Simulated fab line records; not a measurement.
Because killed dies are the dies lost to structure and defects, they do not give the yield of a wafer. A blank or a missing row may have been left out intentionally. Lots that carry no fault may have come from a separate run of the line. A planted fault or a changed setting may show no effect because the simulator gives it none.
Which of the tools did it? | flow n5 finfet | Sampling: 10 lots, 30 wafers, 4 of 1938 route steps

## WHAT THE GAUGES SHOWED, per wafer
The record holds no reading of a measuring or inspecting step that can be judged against a usual standard deviation.

## WHAT TOOL EACH LOT RAN ON (gives the tool, then ch and the chambers of the sampled wafers, and finally the start)
lot  | N5_BEOL_M5_VIA_ETCH_34             | N5_BEOL_M5_CURE_80            | N5_BEOL_M5_PRE_CLEAN_45      | N5_BEOL_M5_ALD_86
L680 | rie diel-05 ch 0,3, day 8 11:04    | uv cure-03 ch 0, day 8 11:33  | pvd sputter-03, day 8 11:53  | ald metal-02 ch 1,2, day 8 11:56
L679 | rie diel-01 ch 0,2,3, day 8 14:56  | uv cure-03 ch 0, day 8 15:22  | pvd sputter-01, day 8 15:50  | ald metal-01 ch 0,2,3, day 8 15:55
L681 | rie diel-01 ch 1,3, day 8 17:06    | uv cure-01 ch 2, day 8 17:38  | pvd sputter-02, day 8 18:01  | ald metal-01 ch 0,1, day 8 18:04
L691 | rie diel-06 ch 0,2,3, day 11 01:59 | uv cure-01 ch 0, day 11 02:26 | pvd sputter-02, day 11 02:58 | ald metal-02 ch 0,1,3, day 11 03:02
L690 | rie diel-06 ch 2,3, day 11 10:31   | uv cure-03 ch 2, day 11 11:07 | pvd sputter-03, day 11 11:23 | ald metal-01 ch 1,2, day 11 11:28
L695 | rie diel-05 ch 0,3, day 12 06:28   | uv cure-02 ch 1, day 12 07:00 | pvd sputter-02, day 12 07:22 | ald metal-02 ch 0,1,2, day 12 07:27
L697 | rie diel-05 ch 1,2,3, day 12 14:31 | uv cure-02 ch 2, day 12 15:00 | pvd sputter-02, day 12 15:53 | ald metal-04 ch 1,2,3, day 12 15:56
L700 | rie diel-05 ch 0,1,2, day 13 13:52 | uv cure-02 ch 1, day 13 14:25 | pvd sputter-02, day 13 14:41 | ald metal-04 ch 1,2,3, day 13 14:46
L699 | rie diel-05 ch 0,1,2, day 13 16:39 | uv cure-02 ch 2, day 13 17:05 | pvd sputter-02, day 13 17:50 | ald metal-04 ch 0,1,2, day 13 17:55
L701 | rie diel-06 ch 0,1, day 13 21:32   | uv cure-02 ch 2, day 13 22:05 | pvd sputter-03, day 13 22:59 | ald metal-01 ch 0,1,3, day 13 23:04
- N5_BEOL_M5_VIA_ETCH_34: etches SiCOH lowk in C4F6/O2, target depth 88.3 nm, time 39.2 s.
- N5_BEOL_M5_CURE_80: cures SiCOH lowk, time 120 s.
- N5_BEOL_M5_PRE_CLEAN_45: time 30 s.
- N5_BEOL_M5_ALD_86: deposits TaN, pulse time 2 s, purge time 3 s, co reactant purge time 2 s.

## WHAT THE TOOLS THEMSELVES READ (means of the sampled wafers that have a number; where no wafer has one, the mark that the record gives instead)
N5_BEOL_M5_VIA_ETCH_34.
lot  | tool        | O2_flow_sccm (sccm) | bias w (W) | drypump motor current A (A) | oes_f_703_au (a.u.) | oes_o_777_au (a.u.) | oes product au (a.u.) | rf fwd power W (W) | rf vpp V (V) | showerhead plenum p Torr (Torr) | throttle valve pct (%)
L680 | rie diel-05 | 10.00               | 185.2      | 6.4                         | 0.71                | 0.72                | 0.69                  | 340.9              | 663          | 2.77                            | 21.26
L679 | rie diel-01 | 10.00               | 184.9      | 5.7                         | 0.80                | 0.80                | 0.78                  | 340.6              | 667          | 2.82                            | 20.98
L681 | rie diel-01 | 10.02               | 184.9      | 5.9                         | 0.72                | 0.72                | 0.71                  | 341.9              | 664          | 2.86                            | 21.13
L691 | rie diel-06 | 9.99                | 185.2      | 5.9                         | 0.76                | 0.74                | 0.74                  | 342.3              | 657          | 2.77                            | 21.14
L690 | rie diel-06 | 10.00               | 185.6      | 6.0                         | 0.75                | 0.74                | 0.74                  | 340.6              | 661          | 2.76                            | 21.22
L695 | rie diel-05 | 10.00               | 185.3      | 6.3                         | 0.84                | 0.84                | 0.81                  | 339.5              | 670          | 2.98                            | 21.04
L697 | rie diel-05 | 10.02               | 185.0      | 6.1                         | 0.80                | 0.80                | 0.79                  | 339.9              | 677          | 2.93                            | 20.75
L700 | rie diel-05 | 10.03               | 185.1      | 6.2                         | 1.11                | 1.08                | 0.89                  | 425.7              | 601          | 2.95                            | 20.74
L699 | rie diel-05 | 9.97                | 185.3      | 6.2                         | 1.11                | 1.07                | 0.89                  | 424.4              | 600          | 2.95                            | 20.73
L701 | rie diel-06 | 10.02               | 185.1      | 5.5                         | 0.79                | 0.79                | 0.79                  | 343.4              | 655          | 2.82                            | 20.86

N5_BEOL_M5_CURE_80.
lot  | tool       | lamp power pct (%) | wafer_temp_C_max
L680 | uv cure-03 | 52.31              | 373.2
L679 | uv cure-03 | 52.35              | 372.8
L681 | uv cure-01 | 52.33              | 372.6
L691 | uv cure-01 | 52.31              | 371.7
L690 | uv cure-03 | 52.32              | 372.1
L695 | uv cure-02 | 52.35              | 371.1
L697 | uv cure-02 | 52.32              | 371.8
L700 | uv cure-02 | 52.28              | 370.7
L699 | uv cure-02 | 52.33              | 372.5
L701 | uv cure-02 | 52.33              | 372.1

N5_BEOL_M5_PRE_CLEAN_45.
lot  | tool           | heater power w (W) | susceptor temp C (C)
L680 | pvd sputter-03 | 316                | 249.94
L679 | pvd sputter-01 | 334                | 249.83
L681 | pvd sputter-02 | 320                | 249.86
L691 | pvd sputter-02 | 331                | 250.00
L690 | pvd sputter-03 | 341                | 249.89
L695 | pvd sputter-02 | 318                | 250.18
L697 | pvd sputter-02 | 316                | 249.93
L700 | pvd sputter-02 | 298                | 250.02
L699 | pvd sputter-02 | 317                | 250.04
L701 | pvd sputter-03 | 307                | 250.06

N5_BEOL_M5_ALD_86.
lot  | tool         | heater power outer w (W) | heater power w (W) | susceptor temp C (C)
L680 | ald metal-02 | 257                      | 451                | 274.84
L679 | ald metal-01 | 221                      | 414                | 274.93
L681 | ald metal-01 | 199                      | 386                | 274.87
L691 | ald metal-02 | 252                      | 442                | 275.13
L690 | ald metal-01 | 211                      | 389                | 274.91
L695 | ald metal-02 | 263                      | 464                | 274.89
L697 | ald metal-04 | 257                      | 460                | 275.12
L700 | ald metal-04 | 262                      | 474                | 274.99
L699 | ald metal-04 | 250                      | 453                | 275.12
L701 | ald metal-01 | 205                      | 397                | 274.93

## THE ANSWER, worked out from the rows above alone
Rule: usual is defined by the lots themselves. Put in order of their means at a reading, lots are off if they are a third of the lots or fewer, leave a main group of 4 or more, and stand apart from it by a gap of 3 or more times the standard deviation of the main group's means; of several such gaps the widest counts. The tables above print the reading to a certain number of digits; a main group whose means all agree to those digits is not used. Also off: a lot with no number at a reading for which 4 or more lots have one. All remaining lots with rows at the step are treated as sound. After the gauges, taken in route order, come the tools' own readings; for these a lot's mean is taken, as printed above. The first step at which some lot is off is used, and at that step the reading that is off furthest; a lot without a number counts as furthest.
Off: L700, L699 (N5_BEOL_M5_VIA_ETCH_34, rf fwd power W). For the main group the mean is 341.1 W and the standard deviation 1.2.
A tool fits if, at that step or a process step before it, it ran every lot that is off, and no sound lot after the first of them. One candidate fits, namely rie diel-05 at N5_BEOL_M5_VIA_ETCH_34. A fault onset in the window from L697 (day 12 14:31, its last sound lot) to L700 (day 13 13:52, its first lot off) fits.
The tool's own readings at N5_BEOL_M5_VIA_ETCH_34 bear it out: on the lots that are off they differ by more than 5 times the standard deviation of the sound lots' means. oes_f_703_au reads 1.11 a.u. there against 0.77 a.u. on the sound lots; oes_o_777_au reads 1.08 a.u. there against 0.77 a.u. on the sound lots; rf fwd power W reads 425.0 W there against 341.1 W on the sound lots; rf vpp V reads 600 V there against 664 V on the sound lots.

## WHAT THE SIMULATOR HAD PUT IN
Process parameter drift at N5_BEOL_M5_VIA_ETCH_34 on rie diel-05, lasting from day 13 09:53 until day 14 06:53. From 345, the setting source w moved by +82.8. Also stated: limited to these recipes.
Shown lots that were struck: L700, L699. The rule above found the same.
